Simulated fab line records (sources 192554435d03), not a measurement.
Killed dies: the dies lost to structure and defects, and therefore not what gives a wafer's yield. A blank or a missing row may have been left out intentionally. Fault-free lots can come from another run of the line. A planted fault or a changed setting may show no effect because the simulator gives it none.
fab line records	flow n5_finfet
[record] lots = 24	wafers = 72	last_day = 18
route steps=1938 shown BEOL_M2@865
lots that met no fault: taken from a fault-free run of the same line
start_h: hours from the record's first day to the start of the lot's first wafer shown	wait_h: hours elapsed since this lot's preceding step	" identical to the entry in the row above	L1.1+2: one row covering several wafers at once	- no value, or no start was given	* or withheld: withheld	< > ~ a bound
route shown NAME@n: names a module that has steps shown in the file, with the first one's number in the route	usual: average and standard deviation across the fault-free wafers	same: alike in all rows	chamber/n: place in a boat	sites: per-site readings	_std_site: standard deviation across them	_edge_site: the outer-site mean with the inner-site mean subtracted	radius_mm: how far each site lies from the wafer's centre	mask NAME#n: copy n	behind: the last tool/chamber to shape the wafer	hold: cause of the lot's hold/its duration in hours/its outcome	device: transistor that didn't switch, given as n, p or np	end of line: tests run on the same wafers once the route is complete	a step with no rows: only its recipe	killed: dies lost to structure and defects at the first sort, not the wafer's yield	map: a wafer's dies, marking killed ones x, the rest . and places with no die _
set.NAME: the run value of the setting; set.NAME@STEP: its run value at that earlier step	model.NAME: the simulator's own value behind a step, which no gauge read
route steps across a sampled set of lots; one table per step, one row per wafer
services: the hour from which a tool's chamber was out of use, counted from the record's first day as start_h (under 0 if before that day), plus the number of hours and why
[[steps]]
[step N5_BEOL_M2_STRIP_19]
[recipe] chemistry = O2	power_w = 400	temp_c = 40	pressure_mtorr = 30	rf_frequency_hz = 6e+07	bias_power_w = 0	overash_fraction = 0.2	o2_flow_sccm = 225
[usual] drypump_motor_current_A = 5.8/0.37	oes_product_au = 0.82/0.1	rf_vpp_V = 3.7/0.48	showerhead_plenum_p_Torr = 2.10/0.1	throttle_valve_pct = 16.63/0.26
lot.wafer	tool	chamber	start_h	wait_h	drypump_motor_current_A	oes_product_au	rf_hours_counter_h	rf_vpp_V	showerhead_plenum_p_Torr	throttle_valve_pct
L074.3	rie_diel-06	3	130.09	0.1	6.4	0.69	243	3.4	2.07	16.87
L074.4	"	0	"	"	5.8	0.83	81	4.0	2.04	16.50
L074.5	"	2	"	"	6.3	0.69	-	3.2	2.07	16.86
L075.1	rie_diel-06	0	148.75	0.1	5.8	0.83	87	4.1	2.03	16.51
L075.2	"	2	"	"	6.3	0.68	244	3.4	2.07	16.87
L075.5	"	2	"	"	6.3	0.69	-	3.6	2.07	16.88
L076.2	rie_diel-06	2	157.85	0.2	6.3	0.69	249	3.8	2.07	16.87
L076.3	"	1	"	"	5.4	0.92	26	3.9	2.23	16.44
L076.4	"	3	"	"	6.4	0.97	3	4.0	2.07	16.43
L077.1	rie_diel-06	0	158.69	0.4	5.8	0.83	93	4.4	2.03	16.53
L077.3	"	1	"	"	5.4	0.92	26	4.1	2.23	16.44
L077.4	"	0	"	"	5.8	0.82	-	3.3	2.03	16.54
L078.1	rie_diel-06	3	163.84	0.2	6.4	0.94	7	3.4	2.06	16.41
L078.2	"	1	"	"	5.4	0.90	30	3.1	2.23	16.45
L078.5	"	3	"	"	6.4	0.94	-	3.9	2.06	16.41
L079.2	rie_diel-03	3	164.75	0.3	6.1	0.77	111	3.5	2.19	16.86
L079.4	"	2	"	"	6.1	0.74	165	3.8	1.93	16.92
L079.6	"	3	"	"	6.2	0.77	-	4.2	2.19	16.85
L080.1	rie_diel-03	2	173.17	0.2	6.2	0.76	169	4.4	1.92	16.95
L080.2	"	3	"	"	6.2	0.78	115	4.1	2.19	16.86
L080.4	"	0	"	"	5.6	0.70	224	2.8	2.08	16.67
L081.1	rie_diel-06	2	185.66	0.1	6.3	0.99	7	3.6	2.07	16.44
L081.3	"	3	"	"	6.4	0.91	20	3.4	2.06	16.44
L081.6	"	1	"	"	5.4	0.88	-	5.0	2.22	16.46
L083.1	rie_diel-03	1	188.97	0.1	5.9	0.94	15	3.5	2.14	16.77
L083.3	"	3	"	"	6.1	0.76	122	4.5	2.19	16.87
L083.4	"	2	"	"	6.2	0.74	175	3.0	1.92	16.93
L082.1	rie_diel-05	1	190.19	0.1	5.9	0.69	200	4.6	1.99	16.41
L082.3	"	2	"	"	5.4	0.97	5	4.3	2.24	16.44
L082.5	"	2	"	"	5.4	0.97	-	3.7	2.24	16.43
L084.1	rie_diel-05	2	200.68	0.1	5.4	0.95	9	4.2	2.24	16.44
L084.3	"	0	"	"	5.3	0.71	226	4.0	1.99	17.19
L084.6	"	1	"	"	6.0	0.69	-	3.8	1.99	16.42
L085.3	rie_diel-05	2	207.18	0.1	5.4	0.95	11	3.7	2.24	16.43
L085.4	"	1	"	"	5.9	0.69	206	3.3	1.99	16.42
L085.5	"	2	"	"	5.4	0.95	-	3.7	2.24	16.45
L086.4	rie_diel-06	1	217.36	0.2	5.4	0.87	52	3.8	2.22	16.49
L086.5	"	0	"	"	5.8	0.81	-	3.9	2.02	16.58
L086.6	"	1	"	"	5.4	0.87	-	3.4	2.22	16.50
L087.1	rie_diel-03	2	218.87	0.1	6.1	0.73	188	3.6	1.92	16.97
L087.2	"	0	"	"	5.6	0.68	244	3.3	2.07	16.72
L087.5	"	0	"	"	5.5	0.69	-	4.1	2.07	16.71
L088.2	rie_diel-03	2	221.54	0.1	6.2	0.73	188	3.5	1.92	16.96
L088.4	"	3	"	"	6.1	0.76	125	2.9	2.19	16.90
L088.5	"	3	"	"	6.1	0.76	-	3.2	2.19	16.89
L089.1	rie_diel-06	1	227.19	0.1	5.4	0.87	56	4.0	2.22	16.49
L089.5	"	3	"	"	6.4	0.88	-	3.4	2.05	16.44
L089.6	"	0	"	"	5.8	0.79	-	3.2	2.02	16.59
L090.1	rie_diel-03	0	231.37	0.1	5.5	0.68	248	3.5	2.07	16.71
L090.2	"	1	"	"	5.9	0.90	33	4.2	2.13	16.82
L090.5	"	3	"	"	6.1	0.76	-	4.3	2.19	16.88
L091.2	rie_diel-05	1	253.77	0.1	5.9	0.68	223	4.9	1.98	16.44
L091.3	"	2	"	"	5.4	0.90	27	3.8	2.24	16.49
L091.6	"	0	"	"	5.3	0.70	-	3.3	1.98	17.24
L093.3	rie_diel-05	2	255.35	0.2	5.4	0.90	27	4.2	2.24	16.48
L093.5	"	2	"	"	5.4	0.91	-	4.8	2.24	16.48
L093.6	"	3	"	"	5.8	0.93	-	4.1	2.23	16.29
L092.1	rie_diel-05	0	257.83	0.1	5.3	0.70	246	4.2	1.98	17.25
L092.3	"	2	"	"	5.4	0.90	29	3.1	2.23	16.48
L092.4	"	1	"	"	5.9	0.67	225	3.6	1.98	16.45
L094.1	rie_diel-06	0	261.12	0.1	5.8	0.80	134	3.8	2.02	16.61
L094.2	"	3	"	"	6.4	0.86	43	3.8	2.05	16.48
L094.6	"	2	"	"	6.3	0.92	-	4.9	2.06	16.49
L095.2	rie_diel-03	1	266.49	0.1	5.9	0.88	45	3.9	2.13	16.83
L095.3	"	3	"	"	6.1	0.74	142	4.2	2.18	16.91
L095.5	"	3	"	"	6.2	0.75	-	4.4	2.18	16.91
L096.1	rie_diel-05	1	269.45	0.1	6.0	0.68	229	3.1	1.98	16.47
L096.2	"	2	"	"	5.4	0.90	33	2.8	2.23	16.47
L096.4	"	1	"	"	6.0	0.68	-	3.3	1.98	16.46
L097.1	rie_diel-05	1	272.24	0.1	5.9	0.67	231	3.5	1.98	16.46
L097.4	"	3	"	"	5.8	0.91	-	3.4	2.23	16.29
L097.6	"	2	"	"	5.4	0.89	-	3.4	2.23	16.49
[step N5_BEOL_M2_ETCH_77]
[recipe] chemistry = N2/H2	target = underlayer	target_depth_a = 65	mask_material = CAR-EUV	time_s = 5.2	ion_energy_ev = 200	pressure_mtorr = 30	source_w = 840	bias_w = 150	n2_flow_sccm = 200	h2_flow_sccm = 200	ends = cleared
[usual] drypump_motor_current_A = 5.9/0.35	etch_rf_on_time_s = 5.19/0.075	oes_product_au = 0.70/0.08	rf_vpp_V = 523/3.5	showerhead_plenum_p_Torr = 2.53/0.12	throttle_valve_pct = 17.87/0.21
lot.wafer	tool	chamber	start_h	wait_h	drypump_motor_current_A	etch_rf_on_time_s	oes_product_au	rf_hours_counter_h	rf_vpp_V	showerhead_plenum_p_Torr	throttle_valve_pct
L074.3	rie_diel-06	3	131.09	0.0	6.4	5.22	0.57	243	521	2.51	18.07
L074.4	"	2	"	"	6.3	5.33	0.58	234	523	2.51	18.05
L074.5	"	0	"	"	5.8	5.31	0.70	-	521	2.46	17.67
L075.1	rie_diel-03	2	149.29	0.0	6.2	5.28	0.64	157	517	2.34	18.08
L075.2	"	0	"	"	5.6	5.24	0.61	211	522	2.52	17.74
L075.5	"	2	"	"	6.2	5.24	0.64	-	518	2.34	18.09
L076.2	rie_diel-03	2	159.26	0.0	6.1	5.27	0.64	162	517	2.34	18.11
L076.3	"	1	"	"	5.9	5.14	0.84	1	525	2.61	18.07
L076.4	"	0	"	"	5.6	5.29	0.59	217	522	2.52	17.77
L077.1	rie_diel-03	2	160.75	0.0	6.2	5.29	0.64	163	516	2.34	18.08
L077.3	"	3	"	"	6.2	5.23	0.66	109	525	2.67	18.01
L077.4	"	2	"	"	6.2	5.32	0.64	-	518	2.34	18.08
L078.1	rie_diel-06	1	165.83	0.0	5.4	5.01	0.77	32	529	2.70	17.80
L078.2	"	3	"	"	6.5	5.16	0.79	8	522	2.51	17.65
L078.5	"	3	"	"	6.4	5.22	0.79	-	524	2.51	17.72
L079.2	rie_diel-03	2	166.08	0.0	6.1	5.28	0.64	166	518	2.34	18.11
L079.4	"	0	"	"	5.6	5.25	0.59	219	523	2.51	17.77
L079.6	"	3	"	"	6.1	5.19	0.66	-	526	2.67	18.02
L080.1	rie_diel-03	3	174.21	0.0	6.2	5.22	0.66	116	525	2.67	18.03
L080.2	"	0	"	"	5.5	5.31	0.60	224	524	2.51	17.81
L080.4	"	1	"	"	5.9	5.10	0.82	9	525	2.61	18.07
L081.1	rie_diel-03	2	186.21	0.0	6.2	5.24	0.63	174	517	2.34	18.11
L081.3	"	0	"	"	5.6	5.20	0.60	230	524	2.51	17.81
L081.6	"	3	"	"	6.1	5.14	0.67	-	527	2.67	18.03
L083.1	rie_diel-06	3	189.64	0.0	6.5	5.23	0.77	20	523	2.50	17.69
L083.3	"	1	"	"	5.3	5.09	0.76	43	529	2.70	17.82
L083.4	"	0	"	"	5.8	5.27	0.68	111	524	2.45	17.70
L082.1	rie_diel-03	0	190.86	0.0	5.6	5.22	0.59	231	523	2.51	17.79
L082.3	"	3	"	"	6.1	5.20	0.65	122	529	2.66	18.06
L082.5	"	0	"	"	5.5	5.22	0.59	-	522	2.51	17.80
L084.1	rie_diel-06	3	201.36	0.0	6.4	5.16	0.77	24	523	2.50	17.68
L084.3	"	1	"	"	5.3	5.05	0.74	46	526	2.70	17.83
L084.6	"	3	"	"	6.5	5.17	0.76	-	521	2.50	17.71
L085.3	rie_diel-05	0	207.74	0.0	5.3	5.19	0.62	228	519	2.41	18.39
L085.4	"	2	"	"	5.4	5.11	0.80	11	527	2.71	17.57
L085.5	"	0	"	"	5.3	5.26	0.60	-	519	2.41	18.41
L086.4	rie_diel-06	1	218.03	0.0	5.4	5.04	0.73	52	528	2.69	17.83
L086.5	"	0	"	"	5.8	5.26	0.68	-	521	2.45	17.76
L086.6	"	3	"	"	6.4	5.22	0.76	-	524	2.50	17.71
L087.1	rie_diel-03	2	219.55	0.0	6.2	5.20	0.63	188	519	2.33	18.15
L087.2	"	3	"	"	6.1	5.17	0.64	125	528	2.66	18.06
L087.5	"	3	"	"	6.1	5.15	0.65	-	528	2.66	18.07
L088.2	rie_diel-03	0	222.36	0.0	5.5	5.30	0.59	245	521	2.50	17.82
L088.4	"	1	"	"	5.9	5.17	0.78	29	525	2.60	18.09
L088.5	"	0	"	"	5.6	5.26	0.59	-	521	2.50	17.83
L089.1	rie_diel-06	1	227.73	0.0	5.4	5.04	0.73	56	527	2.69	17.84
L089.5	"	2	"	"	6.3	5.14	0.80	-	522	2.50	17.69
L089.6	"	1	"	"	5.4	5.11	0.75	-	527	2.69	17.86
L090.1	rie_diel-03	1	231.92	0.0	5.9	5.07	0.77	33	526	2.60	18.11
L090.2	"	0	"	"	5.6	5.16	0.59	249	522	2.50	17.82
L090.5	"	2	"	"	6.2	5.27	0.62	-	520	2.33	18.13
L091.2	rie_diel-03	2	254.46	0.0	6.1	5.23	0.61	199	518	2.33	18.15
L091.3	"	0	"	"	5.6	5.24	0.58	256	525	2.50	17.85
L091.6	"	3	"	"	6.2	5.11	0.64	-	527	2.66	18.08
L093.3	rie_diel-06	2	256.41	0.0	6.3	5.14	0.79	30	524	2.49	17.70
L093.5	"	3	"	"	6.5	5.22	0.74	-	522	2.49	17.72
L093.6	"	0	"	"	5.8	5.30	0.66	-	522	2.44	17.76
L092.1	rie_diel-06	0	258.50	0.0	5.8	5.23	0.67	133	521	2.44	17.74
L092.3	"	1	"	"	5.4	5.12	0.72	65	528	2.69	17.87
L092.4	"	2	"	"	6.3	5.14	0.78	31	524	2.49	17.70
L094.1	rie_diel-06	2	261.94	0.0	6.3	5.09	0.79	32	523	2.49	17.71
L094.2	"	0	"	"	5.8	5.26	0.67	134	522	2.44	17.76
L094.6	"	0	"	"	5.8	5.19	0.66	-	522	2.44	17.76
L095.2	rie_diel-05	3	267.16	0.0	5.8	5.15	0.77	22	530	2.71	17.45
L095.3	"	1	"	"	5.9	5.25	0.58	228	519	2.40	17.62
L095.5	"	1	"	"	6.0	5.30	0.57	-	519	2.40	17.59
L096.1	rie_diel-05	1	270.00	0.0	5.9	5.29	0.58	229	518	2.40	17.60
L096.2	"	2	"	"	5.4	5.09	0.77	34	527	2.70	17.63
L096.4	"	1	"	"	5.9	5.28	0.57	-	520	2.40	17.62
L097.1	rie_diel-06	1	272.78	0.0	5.4	5.11	0.71	71	526	2.68	17.87
L097.4	"	0	"	"	5.8	5.30	0.66	139	519	2.44	17.76
L097.6	"	3	"	"	6.5	5.29	0.71	-	521	2.49	17.74
[step N5_BEOL_M2_OCD_MEAS_38]
[usual] trench_depth_nm = 55.7/0.83
lot.wafer	tool	chamber	start_h	wait_h	trench_depth_nm
L074.3	ocd-01	-	133.77	-	56.2
L074.4	"	-	"	"	55.3
L074.5	"	-	"	"	55.6
L075.1	ocd-02	-	151.29	-	55.5
L075.2	"	-	"	"	57.5
L075.5	"	-	"	"	58.3
L076.2	ocd-01	-	162.87	-	55.5
L076.3	"	-	"	"	55.4
L076.4	"	-	"	"	54.3
L077.1	ocd-02	-	163.19	-	54.9
L077.3	"	-	"	"	57.1
L077.4	"	-	"	"	57.0
L078.1	ocd-01	-	175.07	-	56.3
L078.2	"	-	"	"	55.1
L078.5	"	-	"	"	55.7
L079.2	ocd-02	-	176.46	-	55.3
L079.4	"	-	"	"	55.8
L079.6	"	-	"	"	56.1
L080.1	ocd-01	-	184.68	-	54.3
L080.2	"	-	"	"	56.4
L080.4	"	-	"	"	54.7
L081.1	ocd-01	-	196.74	-	56.2
L081.3	"	-	"	"	55.2
L081.6	"	-	"	"	55.5
L083.1	ocd-01	-	199.40	-	56.7
L083.3	"	-	"	"	57.0
L083.4	"	-	"	"	55.2
L082.1	ocd-01	-	199.57	-	56.8
L082.3	"	-	"	"	55.6
L082.5	"	-	"	"	56.5
L084.1	ocd-01	-	204.93	-	56.4
L084.3	"	-	"	"	55.9
L084.6	"	-	"	"	55.4
L085.3	ocd-01	-	217.59	-	54.9
L085.4	"	-	"	"	54.4
L085.5	"	-	"	"	55.6
L086.4	ocd-02	-	226.11	-	54.7
L086.5	"	-	"	"	55.6
L086.6	"	-	"	"	54.9
L087.1	ocd-02	-	230.51	-	56.1
L087.2	"	-	"	"	56.7
L087.5	"	-	"	"	57.2
L088.2	ocd-01	-	230.55	-	55.6
L088.4	"	-	"	"	55.7
L088.5	"	-	"	"	56.4
L089.1	ocd-02	-	235.79	-	55.7
L089.5	"	-	"	"	56.0
L089.6	"	-	"	"	55.2
L090.1	ocd-01	-	239.33	-	55.0
L090.2	"	-	"	"	55.9
L090.5	"	-	"	"	55.5
L091.2	ocd-01	-	256.71	-	54.3
L091.3	"	-	"	"	55.9
L091.6	"	-	"	"	55.6
L092.1	ocd-02	-	265.82	-	55.7
L092.3	"	-	"	"	56.3
L092.4	"	-	"	"	56.2
L093.3	ocd-01	-	267.95	-	55.9
L093.5	"	-	"	"	55.6
L093.6	"	-	"	"	55.4
L094.1	ocd-02	-	268.00	-	55.8
L094.2	"	-	"	"	56.7
L094.6	"	-	"	"	56.7
L095.2	ocd-01	-	271.62	-	56.3
L095.3	"	-	"	"	56.5
L095.5	"	-	"	"	54.7
L096.1	ocd-01	-	273.34	-	55.6
L096.2	"	-	"	"	56.2
L096.4	"	-	"	"	55.0
L097.1	ocd-02	-	281.66	-	56.3
L097.4	"	-	"	"	54.6
L097.6	"	-	"	"	56.5
[step N5_BEOL_M2_SPUTTER_79]
[recipe] material = Cu	target_thk_a = 45	temp_c = -20	chamber_pressure_pa = 0.07	power_w = withheld	time_s = 8.29
[usual] throttle_valve_pct = 29.9/1.3
lot.wafer	tool	chamber	start_h	wait_h	throttle_valve_pct
L074.3	pvd_sputter-03	-	136.23	0.1	29.4
L074.4	"	-	"	"	29.0
L074.5	"	-	"	"	29.4
L075.1	pvd_sputter-01	-	152.95	0.1	29.4
L075.2	"	-	"	"	27.6
L075.5	"	-	"	"	31.3
L076.2	pvd_sputter-01	-	164.06	0.1	27.4
L076.3	"	-	"	"	31.2
L076.4	"	-	"	"	27.6
L077.1	pvd_sputter-03	-	164.26	0.1	28.9
L077.3	"	-	"	"	32.0
L077.4	"	-	"	"	29.0
L078.1	pvd_sputter-03	-	176.74	0.1	28.7
L078.2	"	-	"	"	31.9
L078.5	"	-	"	"	28.7
L079.2	pvd_sputter-01	-	178.02	0.1	28.4
L079.4	"	-	"	"	31.3
L079.6	"	-	"	"	27.8
L080.1	pvd_sputter-02	-	185.91	0.1	32.2
L080.2	"	-	"	"	30.3
L080.4	"	-	"	"	30.3
L081.1	pvd_sputter-02	-	198.35	0.1	32.0
L081.3	"	-	"	"	30.2
L081.6	"	-	"	"	32.1
L083.1	pvd_sputter-02	-	201.11	0.1	29.9
L083.3	"	-	"	"	30.1
L083.4	"	-	"	"	30.3
L082.1	pvd_sputter-02	-	202.95	0.1	30.3
L082.3	"	-	"	"	30.0
L082.5	"	-	"	"	29.7
L084.1	pvd_sputter-02	-	206.39	0.1	30.3
L084.3	"	-	"	"	30.4
L084.6	"	-	"	"	29.7
L085.3	pvd_sputter-01	-	218.88	0.1	31.2
L085.4	"	-	"	"	27.9
L085.5	"	-	"	"	28.9
L086.4	pvd_sputter-02	-	227.17	0.1	30.7
L086.5	"	-	"	"	32.2
L086.6	"	-	"	"	30.4
L087.1	pvd_sputter-01	-	231.97	0.1	27.6
L087.2	"	-	"	"	29.3
L087.5	"	-	"	"	29.0
L088.2	pvd_sputter-02	-	232.11	0.1	30.5
L088.4	"	-	"	"	32.5
L088.5	"	-	"	"	30.4
L089.1	pvd_sputter-01	-	237.15	0.1	28.4
L089.5	"	-	"	"	27.8
L089.6	"	-	"	"	29.0
L090.1	pvd_sputter-03	-	241.11	0.1	28.6
L090.2	"	-	"	"	29.2
L090.5	"	-	"	"	29.3
L091.2	pvd_sputter-03	-	257.92	0.1	29.2
L091.3	"	-	"	"	28.4
L091.6	"	-	"	"	32.0
L092.1	pvd_sputter-02	-	268.46	0.1	30.2
L092.3	"	-	"	"	30.0
L092.4	"	-	"	"	32.1
L093.3	pvd_sputter-01	-	269.36	0.1	27.6
L093.5	"	-	"	"	28.3
L093.6	"	-	"	"	29.1
L094.1	pvd_sputter-02	-	270.30	0.1	30.1
L094.2	"	-	"	"	30.2
L094.6	"	-	"	"	29.9
L095.2	pvd_sputter-02	-	273.00	0.1	31.9
L095.3	"	-	"	"	30.5
L095.5	"	-	"	"	30.2
L096.1	pvd_sputter-03	-	275.44	0.1	28.9
L096.2	"	-	"	"	31.7
L096.4	"	-	"	"	28.9
L097.1	pvd_sputter-02	-	283.03	0.1	32.1
L097.4	"	-	"	"	30.4
L097.6	"	-	"	"	32.1
[step N5_BEOL_M2_SPUTTER_90]
[recipe] material = Cu	target_thk_a = 45	temp_c = -20	chamber_pressure_pa = 0.07	power_w = withheld	time_s = 8.29
[usual] throttle_valve_pct = 29.9/1.4
lot.wafer	tool	chamber	start_h	wait_h	throttle_valve_pct
L074.3	pvd_sputter-03	-	137.11	0.1	29.2
L074.4	"	-	"	"	28.8
L074.5	"	-	"	"	29.5
L075.1	pvd_sputter-01	-	153.83	0.1	29.5
L075.2	"	-	"	"	27.7
L075.5	"	-	"	"	31.2
L076.2	pvd_sputter-01	-	164.94	0.1	27.7
L076.3	"	-	"	"	31.3
L076.4	"	-	"	"	27.3
L077.1	pvd_sputter-03	-	165.14	0.1	28.9
L077.3	"	-	"	"	31.9
L077.4	"	-	"	"	28.8
L078.1	pvd_sputter-03	-	177.62	0.1	29.0
L078.2	"	-	"	"	31.8
L078.5	"	-	"	"	28.8
L079.2	pvd_sputter-01	-	178.90	0.1	28.2
L079.4	"	-	"	"	31.1
L079.6	"	-	"	"	27.5
L080.1	pvd_sputter-02	-	186.79	0.1	32.3
L080.2	"	-	"	"	30.4
L080.4	"	-	"	"	30.5
L081.1	pvd_sputter-02	-	199.23	0.1	32.2
L081.3	"	-	"	"	30.0
L081.6	"	-	"	"	32.1
L083.1	pvd_sputter-02	-	201.99	0.1	29.9
L083.3	"	-	"	"	30.0
L083.4	"	-	"	"	30.6
L082.1	pvd_sputter-02	-	203.83	0.1	30.3
L082.3	"	-	"	"	30.3
L082.5	"	-	"	"	30.1
L084.1	pvd_sputter-02	-	207.27	0.1	30.4
L084.3	"	-	"	"	29.9
L084.6	"	-	"	"	29.9
L085.3	pvd_sputter-01	-	219.76	0.1	31.6
L085.4	"	-	"	"	27.7
L085.5	"	-	"	"	29.0
L086.4	pvd_sputter-02	-	228.05	0.1	30.2
L086.5	"	-	"	"	32.3
L086.6	"	-	"	"	30.1
L087.1	pvd_sputter-01	-	232.85	0.1	27.8
L087.2	"	-	"	"	29.4
L087.5	"	-	"	"	29.3
L088.2	pvd_sputter-02	-	232.99	0.1	30.3
L088.4	"	-	"	"	32.2
L088.5	"	-	"	"	30.3
L089.1	pvd_sputter-01	-	238.03	0.1	28.4
L089.5	"	-	"	"	27.7
L089.6	"	-	"	"	29.1
L090.1	pvd_sputter-03	-	242.05	0.1	28.7
L090.2	"	-	"	"	29.5
L090.5	"	-	"	"	29.5
L091.2	pvd_sputter-03	-	258.80	0.1	29.0
L091.3	"	-	"	"	28.9
L091.6	"	-	"	"	32.3
L092.1	pvd_sputter-02	-	269.34	0.1	30.3
L092.3	"	-	"	"	30.2
L092.4	"	-	"	"	32.0
L093.3	pvd_sputter-01	-	270.24	0.1	27.6
L093.5	"	-	"	"	28.2
L093.6	"	-	"	"	29.3
L094.1	pvd_sputter-02	-	271.18	0.1	30.1
L094.2	"	-	"	"	30.6
L094.6	"	-	"	"	30.0
L095.2	pvd_sputter-02	-	273.88	0.1	32.1
L095.3	"	-	"	"	30.3
L095.5	"	-	"	"	29.9
L096.1	pvd_sputter-03	-	276.32	0.1	28.9
L096.2	"	-	"	"	32.0
L096.4	"	-	"	"	29.0
L097.1	pvd_sputter-02	-	283.91	0.1	32.0
L097.4	"	-	"	"	30.2
L097.6	"	-	"	"	32.2
[step N5_BEOL_M2_ANNEAL_91]
[recipe] temp_c = 400	time_s = 240	ambient = vacuum
[usual] heater_power_w = 844/67
lot.wafer	tool	chamber	start_h	wait_h	heater_power_w
L074.3	pvd_sputter-03	-	137.19	0.0	722
L074.4	"	-	"	"	821
L074.5	"	-	"	"	705
L075.1	pvd_sputter-01	-	153.91	0.0	772
L075.2	"	-	"	"	906
L075.5	"	-	"	"	868
L076.2	pvd_sputter-01	-	165.02	0.0	909
L076.3	"	-	"	"	867
L076.4	"	-	"	"	913
L077.1	pvd_sputter-03	-	165.22	0.0	839
L077.3	"	-	"	"	888
L077.4	"	-	"	"	850
L078.1	pvd_sputter-03	-	177.70	0.0	828
L078.2	"	-	"	"	863
L078.5	"	-	"	"	871
L079.2	pvd_sputter-01	-	178.98	0.0	948
L079.4	"	-	"	"	851
L079.6	"	-	"	"	890
L080.1	pvd_sputter-02	-	186.87	0.0	800
L080.2	"	-	"	"	892
L080.4	"	-	"	"	881
L081.1	pvd_sputter-02	-	199.31	0.0	779
L081.3	"	-	"	"	754
L081.6	"	-	"	"	788
L083.1	pvd_sputter-02	-	202.07	0.0	775
L083.3	"	-	"	"	879
L083.4	"	-	"	"	910
L082.1	pvd_sputter-02	-	203.91	0.0	879
L082.3	"	-	"	"	902
L082.5	"	-	"	"	778
L084.1	pvd_sputter-02	-	207.35	0.0	906
L084.3	"	-	"	"	917
L084.6	"	-	"	"	756
L085.3	pvd_sputter-01	-	219.84	0.0	866
L085.4	"	-	"	"	894
L085.5	"	-	"	"	775
L086.4	pvd_sputter-02	-	228.13	0.0	903
L086.5	"	-	"	"	787
L086.6	"	-	"	"	916
L087.1	pvd_sputter-01	-	232.93	0.0	915
L087.2	"	-	"	"	764
L087.5	"	-	"	"	756
L088.2	pvd_sputter-02	-	233.07	0.0	887
L088.4	"	-	"	"	778
L088.5	"	-	"	"	906
L089.1	pvd_sputter-01	-	238.11	0.0	935
L089.5	"	-	"	"	915
L089.6	"	-	"	"	785
L090.1	pvd_sputter-03	-	242.14	0.0	866
L090.2	"	-	"	"	731
L090.5	"	-	"	"	725
L091.2	pvd_sputter-03	-	258.88	0.0	846
L091.3	"	-	"	"	876
L091.6	"	-	"	"	892
L092.1	pvd_sputter-02	-	269.42	0.0	918
L092.3	"	-	"	"	894
L092.4	"	-	"	"	791
L093.3	pvd_sputter-01	-	270.32	0.0	910
L093.5	"	-	"	"	960
L093.6	"	-	"	"	793
L094.1	pvd_sputter-02	-	271.26	0.0	778
L094.2	"	-	"	"	890
L094.6	"	-	"	"	747
L095.2	pvd_sputter-02	-	273.96	0.0	793
L095.3	"	-	"	"	909
L095.5	"	-	"	"	752
L096.1	pvd_sputter-03	-	276.40	0.0	847
L096.2	"	-	"	"	885
L096.4	"	-	"	"	851
L097.1	pvd_sputter-02	-	283.99	0.0	772
L097.4	"	-	"	"	916
L097.6	"	-	"	"	795
[[services]]
tool	chamber	start_h	hours	kind
rie_diel-05	-	117.79	14.6	pm
pvd_sputter-01	-	118.42	0.9	repair
rie_diel-06	0	131.83	6.3	repair
pvd_sputter-01	-	136.93	1.7	repair
rie_diel-03	1	141.03	-	clean
rie_diel-03	1	141.03	-	consumable_replace:focus_ring
rie_diel-06	3	142.93	-	clean
rie_diel-06	3	142.93	-	consumable_replace:focus_ring
rie_diel-06	3	142.93	10.0	scheduled_down
rie_diel-06	3	142.93	10.0	vent_cycle
rie_diel-05	-	143.02	12.1	repair
pvd_sputter-01	-	147.86	3.0	repair
rie_diel-06	2	158.69	-	clean
rie_diel-06	2	158.69	-	consumable_replace:focus_ring
rie_diel-06	2	158.69	12.5	scheduled_down
rie_diel-06	2	158.69	12.5	vent_cycle
rie_diel-03	0	160.20	1.9	repair
rie_diel-05	2	178.77	4.2	repair
pvd_sputter-03	-	229.48	0.6	repair
rie_diel-06	3	240.11	5.5	repair
rie_diel-03	0	255.88	1.4	repair
rie_diel-05	-	259.04	0.4	repair
rie_diel-03	2	267.03	4.8	repair
rie_diel-03	3	284.01	8.3	repair
[[key]]
fault none
